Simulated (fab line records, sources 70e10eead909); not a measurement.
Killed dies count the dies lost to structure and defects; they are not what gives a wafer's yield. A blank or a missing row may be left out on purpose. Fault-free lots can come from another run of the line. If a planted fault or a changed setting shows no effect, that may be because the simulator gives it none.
Problem report, 8D (eight disciplines) form, completed by code | flow nandHarc | the parts of the form that need people (team, actions taken, sign-off) are left out

## 1. WHAT WENT WRONG
At NHARC_P_BONDPAD_ETCH_12, runLengthS averages 114.8 s over 2 wafers from 2 lots, while fault-free wafers read 121.4 s, standard deviation 0.38. That is -17 standard deviations from the usual mean.
The step: etches the open film in CHF3/O2, target depth 200 nm, time 100 s.
First observed at day 9 09:19: wafer L933.2, on rieDiel-10. The record holds 41 wafers of 14 lots with a number at this step. Rule for "out", or "out of limits": more than 4 standard deviations from the usual mean. All remaining wafers that have a number are taken as sound.

## 2. WHAT IT IS AND WHAT IT IS NOT
question                    | is               | is not
which readings at this step | runLengthS       | drypumpMotorCurrentA, oesProductAu, rfVppV, showerheadPlenumPTorr, throttleValvePct
which lots                  | L933, L934       | L927, L928, L929, L937, L942, L943, L944, L945, L946, L948, L949, L950
which wafers of those lots  | L933.2, L934.6   | L933.5, L934.4, L934.5
read on which tools         | rieDiel-10       | rieDiel-01, rieDiel-02
when                        | from day 9 09:19 | up to then (10 sound wafers); but 29 sound wafers of L934, L937, L942, L943, L944, L945, L946, L948, L949, L950 came after

## 3. WHAT RULES OUT EACH SUSPECT
Counting: a tool at a process step up to the reading stays a suspect if it ran every lot that is out. Sound lots after the first of them don't rule it out here, since some wafers of a struck lot are sound.
- rieDiel-10 at NHARC_P_BONDPAD_ETCH_12 (etches the open film in CHF3/O2, target depth 200 nm, time 100 s): kept. It ran every lot that is out, first L933 (day 9 09:19). On those wafers its own readings are out: runLengthS.
Remaining after the count: rieDiel-10 at NHARC_P_BONDPAD_ETCH_12.

## 4. THE CAUSE (what the simulator had put in)
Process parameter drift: rieDiel-10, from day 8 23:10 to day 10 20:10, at NHARC_P_BONDPAD_ETCH_12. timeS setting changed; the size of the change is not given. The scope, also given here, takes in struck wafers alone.
After counting, this tool was the only one left.

## 5. THE CHAIN OF EFFECTS, in route order
One row per reading whose mean, taken over the struck wafers that have a number, lies over 3 standard deviations from the usual. Only readings for which the record gives a usual standard deviation are gone through. hours: the time from each lot's start at the first step in this table that gives one to its start at this step, as a median over the lots. sigmas: the change in usual standard deviations.
hours | step                    | reading    | usual   | on struck wafers | change | sigmas
0     | NHARC_P_BONDPAD_ETCH_12 | runLengthS | 121.4 s | 114.8            | -6.6   | -17
Process steps it contains:
- NHARC_P_BONDPAD_ETCH_12: etches the open film in CHF3/O2, target depth 200 nm, time 100 s.

## 6. WHAT WOULD HAVE CAUGHT IT SOONER
10 hours passed between the start of the fault at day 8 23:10 and the first reading out of limits in this record, taken at day 9 09:19.
